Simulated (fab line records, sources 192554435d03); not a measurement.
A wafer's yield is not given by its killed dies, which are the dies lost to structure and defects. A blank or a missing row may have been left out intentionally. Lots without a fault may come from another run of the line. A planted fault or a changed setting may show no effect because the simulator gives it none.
fab line records ; flow n5Finfet
record lots=10; wafers=27; lastDay=21
route steps=1938 shown BEOL_M7@1284
lots with no fault: from the same line, run without faults
startH: hours from the record's first day to the start of the lot's first wafer shown ; waitH: time in hours since the lot's previous step ; " as in the row above ; L1.1+2: one row covering several wafers at once ; - no value present, or no start provided ; * or withheld: withheld ; < > ~ a bound
route shown NAME@n: a module of which the file shows steps, and the number in the route of the first ; usual: mean/standard deviation taken from wafers without a fault ; same: alike in all rows ; chamber/n: place in a boat ; sites: each site's reading ; _std_site: the standard deviation of these ; _edge_site: outer sites' mean less inner sites' ; radiusMm: how far each site lies from the wafer's centre ; mask NAME#n: copy n ; behind: tool/chamber where the wafer was last shaped ; hold: cause of the lot's hold/its duration in hours/its outcome ; device: transistor that didn't switch, given as n, p or np ; end of line: the route-end tests of the same wafers ; a step with no rows: only its recipe ; killed: dies that structure and defects cost at the first sort, which is not the same as the wafer's yield ; map: shows each die of a wafer: x if killed, . if not, _ if none is there
set.NAME: the setting the step ran with; set.NAME@STEP: the setting that earlier step ran with ; model.NAME: the simulator's own value behind a step, which no gauge read
steps of the route over a sample of lots; a table a step, a row a wafer
services: from which hour (startH, from the record's first day; less than 0 if before it) a tool's chamber was out of use, for how many hours, and why
## steps
# step N5_BEOL_M7_HM_OPEN_17
# recipe chemistry=Cl2/BCl3; targetDepthA=200; overetchA=60; target=TiN; maskMaterial=SOC; ionEnergyEv=150; pressureMtorr=10; icpW=1000; biasW=126; Cl2_flow_sccm=53.25; bcl3FlowSccm=21.75; Ar_flow_sccm=25
# usual drypumpMotorCurrentA=5.9/0.47; oesProductAu=0.62/0.038; throttleValvePct=22.0/0.36
lot.wafer;tool;chamber;startH;waitH;drypumpMotorCurrentA;oesProductAu;rfHoursCounterH;throttleValvePct
L384.2;rieMetal-02;1;305.22;0.0;5.4;0.56;103;22.5
L384.3;rieMetal-02;1;305.22;0.0;5.5;0.58;-;22.5
L384.4;rieMetal-02;0;305.22;0.0;5.4;0.64;-;22.1
L383.1;rieMetal-02;1;305.50;0.0;5.4;0.59;103;22.5
L383.4;rieMetal-02;0;305.50;0.0;5.4;0.64;-;22.1
L383.6;rieMetal-02;0;305.50;0.0;5.4;0.65;-;22.1
L386.1;rieMetal-02;0;324.38;0.0;5.4;0.64;52;22.1
L386.2;rieMetal-02;1;324.38;0.0;5.4;0.57;104;22.5
L386.6;rieMetal-02;1;324.38;0.0;5.4;0.57;-;22.5
L389.1;rieMetal-01;1;348.34;0.0;6.3;0.58;96;22.0
L389.3;rieMetal-01;1;348.34;0.0;6.3;0.57;-;22.1
L389.5;rieMetal-01;0;348.34;0.0;6.4;0.65;-;21.5
L391.3;rieMetal-01;1;350.73;0.1;6.3;0.58;-;22.1
L391.5;rieMetal-01;1;350.73;0.1;6.3;0.58;-;22.0
L391.6;rieMetal-01;0;350.73;0.1;6.4;0.66;-;21.5
L393.1;rieMetal-02;0;378.43;0.0;5.4;0.63;61;22.1
L393.6;rieMetal-02;0;378.43;0.0;5.4;0.64;-;22.1
L392.1;rieMetal-02;0;378.69;0.0;5.4;0.62;61;22.1
L392.2;rieMetal-02;0;378.69;0.0;5.4;0.63;-;22.1
L392.6;rieMetal-02;0;378.69;0.0;5.4;0.63;-;22.1
L397.3;rieMetal-01;0;382.87;0.1;6.4;0.65;-;21.5
L397.5;rieMetal-01;1;382.87;0.1;6.3;0.57;-;22.0
L400.3;rieMetal-01;0;412.99;0.1;6.4;0.64;-;21.5
L400.6;rieMetal-01;0;412.99;0.1;6.4;0.63;-;21.5
L402.2;rieMetal-01;0;425.56;0.1;6.4;0.65;-;21.5
L402.3;rieMetal-01;0;425.56;0.1;6.4;0.64;-;21.5
L402.6;rieMetal-01;0;425.56;0.1;6.4;0.64;-;21.5
# step N5_BEOL_M7_ETCH_72
# recipe chemistry=N2/H2; target=underlayer; targetDepthA=65; maskMaterial=CAR-EUV; timeS=5.2; ionEnergyEv=200; pressureMtorr=30; sourceW=840; biasW=150; n2FlowSccm=200; h2FlowSccm=200; ends=cleared
# usual drypumpMotorCurrentA=5.7/0.44; etchRfOnTimeS=5.14/0.15; oesProductAu=0.68/0.08; rfVppV=523.5/2.9; showerheadPlenumPTorr=2.52/0.097; throttleValvePct=17.77/0.27
lot.wafer;tool;chamber;startH;waitH;drypumpMotorCurrentA;etchRfOnTimeS;oesProductAu;rfHoursCounterH;rfVppV;showerheadPlenumPTorr;throttleValvePct
L384.2;rieDiel-03;3;306.36;0.0;6.5;5.41;0.61;167;523.1;2.52;17.70
L384.3;rieDiel-03;1;306.36;0.0;5.9;5.17;0.85;3;525.1;2.61;17.43
L384.4;rieDiel-03;0;306.36;0.0;5.3;5.05;0.76;26;521.6;2.48;17.69
L383.1;rieDiel-06;0;307.11;0.0;5.7;5.09;0.76;43;522.1;2.47;17.31
L383.4;rieDiel-06;1;307.11;0.0;5.6;5.12;0.65;173;521.3;2.40;18.12
L383.6;rieDiel-06;0;307.11;0.0;5.7;5.09;0.76;-;521.5;2.47;17.32
L386.1;rieDiel-02;3;325.93;0.0;5.4;5.22;0.68;81;527.1;2.67;17.60
L386.2;rieDiel-02;1;325.93;0.0;4.9;5.05;0.63;190;521.8;2.52;18.16
L386.6;rieDiel-02;1;325.93;0.0;4.9;5.01;0.64;-;524.0;2.52;18.16
L389.1;rieDiel-02;3;349.58;0.0;5.4;5.19;0.68;90;527.8;2.67;17.60
L389.3;rieDiel-02;0;349.58;0.0;5.8;4.96;0.67;123;518.3;2.43;17.74
L389.5;rieDiel-02;0;349.58;0.0;5.8;4.95;0.68;-;521.3;2.43;17.75
L391.3;rieDiel-02;1;352.60;0.0;4.8;5.03;0.64;200;524.6;2.51;18.19
L391.5;rieDiel-02;1;352.60;0.0;4.9;5.01;0.63;-;522.9;2.51;18.17
L391.6;rieDiel-02;2;352.60;0.0;5.9;5.38;0.57;-;522.3;2.42;18.29
L393.1;rieDiel-02;3;379.30;0.0;5.5;5.18;0.67;102;529.7;2.66;17.62
L393.6;rieDiel-02;3;379.30;0.0;5.4;5.19;0.67;-;527.3;2.66;17.63
L392.1;rieDiel-03;3;379.58;0.0;6.5;5.40;0.60;192;521.7;2.51;17.75
L392.2;rieDiel-03;1;379.58;0.0;5.9;5.08;0.79;27;525.3;2.60;17.51
L392.6;rieDiel-03;3;379.58;0.0;6.5;5.42;0.59;-;522.8;2.51;17.77
L397.3;rieDiel-02;3;384.52;0.0;5.4;5.12;0.67;104;527.7;2.66;17.64
L397.5;rieDiel-02;1;384.52;0.0;4.8;4.97;0.64;-;523.9;2.51;18.19
L400.3;rieDiel-02;3;417.97;0.0;5.4;5.20;0.65;119;525.7;2.66;17.68
L400.6;rieDiel-02;0;417.97;0.0;5.8;5.04;0.65;-;521.0;2.42;17.82
L402.2;rieDiel-06;3;427.35;0.0;5.4;5.08;0.73;69;527.4;2.70;18.19
L402.3;rieDiel-06;1;427.35;0.0;5.7;5.22;0.62;209;519.2;2.39;18.17
L402.6;rieDiel-06;0;427.35;0.0;5.7;5.09;0.72;-;522.5;2.46;17.39
# step N5_BEOL_M7_ETCH_66
# recipe chemistry=N2/H2; target=SOC; targetDepthA=800; overetchA=160; maskMaterial=SiARC; tempC=40; timeS=120; ionEnergyEv=200; pressureMtorr=30; sourceW=840; biasW=150; n2FlowSccm=200; h2FlowSccm=200
# usual drypumpMotorCurrentA=5.7/0.44; oesProductAu=0.61/0.067; rfVppV=523.4/2.8; runLengthS=143.1/0.4; showerheadPlenumPTorr=2.52/0.097; throttleValvePct=17.72/0.27
lot.wafer;tool;chamber;startH;waitH;drypumpMotorCurrentA;oesProductAu;rfHoursCounterH;rfVppV;runLengthS;showerheadPlenumPTorr;throttleValvePct
L384.2;rieDiel-03;3;306.40;0.0;6.5;0.56;167;525.0;142.7;2.52;17.66
L384.3;rieDiel-03;1;306.40;0.0;5.9;0.75;3;525.2;143.2;2.61;17.42
L384.4;rieDiel-03;0;306.40;0.0;5.2;0.67;26;523.6;143.1;2.48;17.66
L383.1;rieDiel-06;0;307.15;0.0;5.7;0.68;43;523.3;142.7;2.47;17.28
L383.4;rieDiel-06;1;307.15;0.0;5.6;0.57;173;519.6;144.3;2.40;18.08
L383.6;rieDiel-06;0;307.15;0.0;5.7;0.69;-;521.4;142.8;2.47;17.29
L386.1;rieDiel-02;3;325.97;0.0;5.4;0.62;81;527.8;142.9;2.67;17.54
L386.2;rieDiel-02;1;325.97;0.0;4.8;0.57;190;522.7;142.6;2.52;18.13
L386.6;rieDiel-02;1;325.97;0.0;4.9;0.56;-;523.1;142.9;2.52;18.13
L389.1;rieDiel-02;3;349.63;0.0;5.4;0.60;90;528.6;142.6;2.67;17.55
L389.3;rieDiel-02;0;349.63;0.0;5.8;0.60;123;520.5;143.2;2.43;17.71
L389.5;rieDiel-02;0;349.63;0.0;5.8;0.59;-;521.4;143.3;2.43;17.70
L391.3;rieDiel-02;1;352.64;0.0;4.9;0.56;200;522.8;143.2;2.51;18.14
L391.5;rieDiel-02;1;352.64;0.0;4.9;0.57;-;522.5;142.5;2.51;18.13
L391.6;rieDiel-02;2;352.64;0.0;5.8;0.52;-;520.0;143.3;2.42;18.24
L393.1;rieDiel-02;3;379.35;0.0;5.4;0.60;102;527.2;143.0;2.66;17.57
L393.6;rieDiel-02;3;379.35;0.0;5.4;0.70;-;527.4;125.0;2.66;17.62
L392.1;rieDiel-03;3;379.62;0.0;6.5;0.55;192;523.3;142.8;2.51;17.73
L392.2;rieDiel-03;1;379.62;0.0;5.9;0.69;27;525.5;143.4;2.60;17.47
L392.6;rieDiel-03;3;379.62;0.0;6.5;0.55;-;524.3;143.1;2.51;17.72
L397.3;rieDiel-02;3;384.57;0.0;5.4;0.59;104;528.5;142.6;2.66;17.58
L397.5;rieDiel-02;1;384.57;0.0;4.9;0.66;-;522.8;124.7;2.51;18.16
L400.3;rieDiel-02;3;418.02;0.0;5.4;0.58;119;527.0;142.6;2.66;17.61
L400.6;rieDiel-02;0;418.02;0.0;5.8;0.67;-;519.5;125.2;2.42;17.79
L402.2;rieDiel-06;3;427.40;0.0;5.4;0.65;69;527.6;143.6;2.70;18.18
L402.3;rieDiel-06;1;427.40;0.0;5.7;0.56;209;520.3;144.4;2.39;18.15
L402.6;rieDiel-06;0;427.40;0.0;5.7;0.65;-;522.4;143.0;2.46;17.35
# step N5_BEOL_M7_STRIP_80
# recipe chemistry=N2/H2; timeS=10; powerW=450; tempC=40; pressureMtorr=20; rfFrequencyHz=6e+07; biasPowerW=7; n2FlowSccm=200; h2FlowSccm=200
# usual drypumpMotorCurrentA=5.7/0.44; oesProductAu=0.79/0.091; rfVppV=59.1/0.86; showerheadPlenumPTorr=2.52/0.098; throttleValvePct=23.5/0.31
lot.wafer;tool;chamber;startH;waitH;drypumpMotorCurrentA;oesProductAu;rfHoursCounterH;rfVppV;showerheadPlenumPTorr;throttleValvePct
L384.2;rieDiel-03;3;-;-;6.5;0.72;167;58.8;2.52;23.2
L384.3;rieDiel-03;1;-;-;5.9;0.98;3;59.4;2.60;23.2
L384.4;rieDiel-03;0;-;-;5.2;0.90;26;58.6;2.47;23.4
L383.1;rieDiel-06;0;-;-;5.7;0.90;43;58.2;2.47;23.0
L383.4;rieDiel-06;1;-;-;5.7;0.74;173;58.6;2.40;23.8
L383.6;rieDiel-06;0;-;-;5.7;0.90;-;60.0;2.47;23.0
L386.1;rieDiel-02;3;-;-;5.4;0.79;81;60.9;2.67;23.4
L386.2;rieDiel-02;1;-;-;4.9;0.75;191;59.7;2.51;24.0
L386.6;rieDiel-02;3;-;-;5.4;0.80;-;60.5;2.67;23.4
L389.1;rieDiel-02;3;-;-;5.4;0.78;90;59.9;2.67;23.4
L389.3;rieDiel-02;0;-;-;5.8;0.78;123;58.9;2.42;23.5
L389.5;rieDiel-02;0;-;-;5.8;0.78;-;57.4;2.42;23.5
L391.3;rieDiel-02;1;-;-;4.8;0.74;200;57.2;2.51;24.1
L391.5;rieDiel-02;1;-;-;4.8;0.73;-;58.5;2.51;24.1
L391.6;rieDiel-02;2;-;-;5.9;0.67;-;58.6;2.41;23.9
L393.1;rieDiel-02;3;-;-;5.4;0.77;103;60.4;2.66;23.4
L393.6;rieDiel-02;3;-;-;5.4;0.77;-;59.3;2.66;23.4
L392.1;rieDiel-03;3;-;-;6.5;0.70;192;59.3;2.51;23.3
L392.2;rieDiel-03;1;-;-;5.9;0.91;27;57.5;2.59;23.3
L392.6;rieDiel-03;3;-;-;6.5;0.70;-;59.6;2.51;23.3
L397.3;rieDiel-02;3;-;-;5.4;0.76;104;59.2;2.66;23.4
L397.5;rieDiel-02;1;-;-;4.8;0.73;-;59.9;2.51;24.1
L400.3;rieDiel-02;3;-;-;5.4;0.75;119;60.2;2.65;23.4
L400.6;rieDiel-02;0;-;-;5.8;0.75;-;57.1;2.41;23.5
L402.2;rieDiel-06;3;-;-;5.4;0.85;69;61.1;2.69;24.1
L402.3;rieDiel-06;1;-;-;5.6;0.71;209;58.8;2.38;23.9
L402.6;rieDiel-06;0;-;-;5.7;0.84;-;58.5;2.45;23.1
## services
tool;chamber;startH;hours;kind
rieDiel-03;1;281.66;-;clean
rieDiel-03;1;281.66;-;consumableReplace:focusRing
rieDiel-03;1;281.66;15.9;scheduledDown
rieDiel-03;1;281.66;15.9;ventCycle
rieDiel-02;2;283.39;7.7;repair
rieMetal-02;1;336.31;18.0;repair
rieDiel-06;2;340.34;7.7;repair
rieMetal-02;1;354.36;-;clean
rieMetal-02;1;354.36;24.6;scheduledDown
rieMetal-02;1;354.36;24.6;ventCycle
rieDiel-02;1;357.58;23.7;repair
rieDiel-02;-;358.10;0.8;repair
rieDiel-03;2;363.34;-;clean
rieDiel-03;2;363.34;-;consumableReplace:focusRing
rieDiel-03;2;363.34;-;consumableReplace:showerhead
rieDiel-03;2;363.34;22.2;scheduledDown
rieDiel-03;2;363.34;22.2;ventCycle
rieMetal-01;-;373.24;0.2;repair
rieDiel-02;2;383.25;-;clean
rieDiel-02;2;383.25;-;consumableReplace:focusRing
rieDiel-02;2;383.25;-;consumableReplace:showerhead
rieDiel-02;2;383.25;17.0;scheduledDown
rieDiel-02;2;383.25;17.0;ventCycle
rieMetal-01;1;412.03;-;clean
## key
firstSign step=N5_BEOL_M7_ETCH_66; reading=runLengthS; direction=down; sigmas=45; usual=*; struck=*
effect none on later readings
metAt N5_BEOL_M7_ETCH_66
struckLots L393,L397,L400
struckWafers L393.6,L397.5,L400.6
baselineLoss step=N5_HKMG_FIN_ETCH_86; wafers=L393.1
notActingAt N5_BEOL_M7_HM_OPEN_17,N5_BEOL_M7_ETCH_72,N5_BEOL_M7_STRIP_80
onsetBetween 352.64 379.35
fault kind=processParameterDrift; tool=rieDiel-02; chamber=-; onsetH=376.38; steps=N5_BEOL_M7_ETCH_66; channel=timeS; offset=*; shape=step; endH=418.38; scope=struckWafersOnly; actsIn=*; stated=*
# baselineLoss: these wafers lose ten dies or more at that step, a loss of the line's own and not of a fault; the sort's usual values leave them out
